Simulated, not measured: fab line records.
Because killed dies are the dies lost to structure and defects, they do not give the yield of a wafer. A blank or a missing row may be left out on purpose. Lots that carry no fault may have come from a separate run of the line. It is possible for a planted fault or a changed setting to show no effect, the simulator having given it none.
A lot that was struck, set against a sound lot || flow n5-finfet || 38 out of 1938 route steps
Sound: these wafers, L344.3, L344.4, L344.5. Struck: wafers L361.2, L361.6. (L361.1 of the same lot was not struck and is left out.) The cause comes at the end.
Per side, at each step with rows, come the tool, then ch with its chambers, and then its first start. Under that, the readings that differ: sound wafers || struck wafers || difference of the means || sigmas: that difference in standard deviations of wafers without a fault.
alike: readings with means less than 2 such deviations apart, plus words and numbers identical on both sides. not compared: withheld readings, readings lacking a value on some wafer, bounds such as >300 that could conceal the same value, and numbers that have no deviation in the record and whose values overlap.
The two part at a step that has a row with sigmas, a row that says differs or no value, or rows on one side only. Non-overlapping numbers with no deviation appear without sigmas and do not part them. A reading that every wafer of one side lacks parts them only if that side has two wafers or more.

first, 8 steps without rows for these wafers: N5_MOL_CONTACT_COAG_SRD_139 (time 30 s); N5_MOL_CONTACT_COAG_PRE_CLEAN_121; N5_MOL_CONTACT_COAG_CVD_140 (deposits W, target thk 66.5 nm, time 215 s); N5_MOL_CONTACT_COAG_PRECLEAN_127 (cleans in DIW, time 57.5 s); N5_MOL_CONTACT_COAG_SRD_128 (dry time 32 s); N5_MOL_CONTACT_COAG_CMP_52 (polishes, stops on SiO2, t overpolish 1.5 s, target thk 66.5 nm); N5_MOL_CONTACT_COAG_ANNEAL_112 (time 1800 s); N5_BEOL_M0_SAQP_PECVD_00 (deposits SiCN from 3MS/NH3, target thk 8 nm, time 14 s).
N5_BEOL_M0_SAQP_ILD_DEP_01: deposits SiOC from DEMS/O2, target thk 45.419 nm, time 8.7 s.
  sound on pecvd-04 ch 0,2, day 7 02:02; struck on pecvd-01 ch 0,2, day 11 10:30
{"reading": "model.SiOC_of_BEOL_M0_SAQP_ILD_DEP_01.thk-nm (nm)", "sound": "45.2 46 46", "struck": "33.4 34.4", "difference": -11.8, "sigmas": ""}
  alike: heater-power-w, showerhead-plenum-p-Torr, throttle-valve-pct
then, 25 steps without rows for these wafers: N5_BEOL_M0_SAQP_HM_DEP_02 (deposits TiN, target thk 12 nm); N5_BEOL_M0_SAQP_PECVD_03 (deposits SiCN from 3MS/NH3, target thk 12 nm, time 21.1 s); N5_BEOL_M0_SAQP_PECVD_96 (deposits a-Si from SiH4/He, target thk 45 nm, time 45.2 s); N5_BEOL_M0_SAQP_PECVD_97 (deposits SiNx from SiH4/NH3/N2, target thk 23 nm, time 19.9 s); N5_BEOL_M0_SAQP_PECVD_04 (deposits a-Si from SiH4/He, target thk 60 nm, time 60.2 s); N5_BEOL_M0_SAQP_HM_DEP_111 (deposits SiO2 from SiH4/N2O, target thk 12 nm, time 7.2 s); N5_BEOL_M0_SAQP_COAT_81 (time 60 s, resist thk 100 nm); N5_BEOL_M0_SAQP_COAT_82 (time 60 s, resist thk 30 nm); N5_BEOL_M0_SAQP_COAT_08 (resist thk 90 nm); N5_BEOL_M0_SAQP_EBR_10; N5_BEOL_M0_SAQP_SOFTBAKE_09 (time 60 s); N5_BEOL_M0_SAQP_EXPOSE_11 (exposes mask M0 CORE, target cd 42 nm); N5_BEOL_M0_SAQP_PEB_12 (peb time 60 s); N5_BEOL_M0_SAQP_DEVELOP_13 (develop time 30 s); N5_BEOL_M0_SAQP_DESCUM_19 (chemistry O2, time 7.9 s); N5_BEOL_M0_SAQP_ETCH_83 (etches SiARC in CF4, target depth 39 nm, time 65 s); N5_BEOL_M0_SAQP_ETCH_84 (etches SOC in N2/H2, target depth 100 nm, overetch 20 nm, time 150 s); N5_BEOL_M0_SAQP_STRIP_80 (strips in N2/H2); N5_BEOL_M0_SAQP_HM_OPEN_112 (chemistry CHF3/O2, target SiO2, stops on a-Si, target depth 12 nm, time 13.5 s); N5_BEOL_M0_SAQP_STRIP_113 (strips in CHF3/O2); N5_BEOL_M0_SAQP_MANDREL_ETCH_20 (etches a-Si in HBr/Cl2, stops on SiNx, target depth 60 nm, bt time 10 s, time 30 s); N5_BEOL_M0_SAQP_STRIP_86 (strips in N2/H2); N5_BEOL_M0_SAQP_STRIP_115 (strips in post etch residue remover, time 60 s); N5_BEOL_M0_SAQP_SRD_93 (time 30 s); N5_BEOL_M0_SAQP_RECESS_114 (chemistry HF/NH3, target SiO2, target depth 14.4 nm, afs cycles 3, sublimation time 60 s).
N5_BEOL_M0_CMP_120: polishes, stops on SiOC, t overpolish 6.9 s.
  sound on cmp-02 ch 0,1, day 7 18:56; struck on cmp-03 ch 1,3, day 12 03:07
{"reading": "model.SiOC_of_BEOL_M0_SAQP_ILD_DEP_01.thk-nm (nm)", "sound": "39 39.8 39.8", "struck": "27.2 28.2", "difference": -11.8, "sigmas": ""}
  alike: barrier-field-endpoint-s, edge-zone-pressure-frac, motor-current-A, overpolish-run-s, time-to-endpoint-s
N5_BEOL_M0_RS_MEAS_126: measures by four-point-probe.
  struck on film-metro-02, day 12 03:36; sound on film-metro-01, day 7 19:30
{"reading": "M0_RS (ohm/sq)", "sound": "0.546 0.531 0.532", "struck": "0.801 0.746", "difference": "+0.237", "sigmas": "+12"}
-- a jump in the record: the struck wafers' starts before and after are 3 days apart (it breaks off in module BEOL_M0 and resumes in module BEOL_M4, where the first step shown is number 1111 of the route) --
N5_BEOL_M4_RC_MEAS_101:
  sound on prober-01 ch 0, day 10 06:14; struck on prober-02 ch 0, day 15 04:38
  alike: DIBL_N, DIBL_P, IOFF_N, IOFF_P, ION_N, ION_P, SS_N, SS_P, VT_N, VT_P
-- record jumps: 5 days separate the struck wafers' starts on either side; left off in module BEOL_M4, taken up again in module PASSIVATION, whose first shown step is the route's number 1936 --
N5_PASSIVATION_PROBE_49:
  struck on prober-01, day 20 07:28; sound on prober-01, day 14 10:33
  alike: defect-limited-yield, killed_at_M0_to_M3, killed_at_M4_up, killed-at-contacts, killed-at-front-end, killed-at-other, killed-dies, killed-open, killed-short, sort_bin_5_function, sort_bin_6_memory, sort-n-pass, sort-yield-pct

## WHERE THEY PART
Only at N5_BEOL_M0_RS_MEAS_126, within this record. Later steps at which nothing parts them and some readings are alike: N5_BEOL_M4_RC_MEAS_101, N5_PASSIVATION_PROBE_49.

WHY: what had been put in by the simulator
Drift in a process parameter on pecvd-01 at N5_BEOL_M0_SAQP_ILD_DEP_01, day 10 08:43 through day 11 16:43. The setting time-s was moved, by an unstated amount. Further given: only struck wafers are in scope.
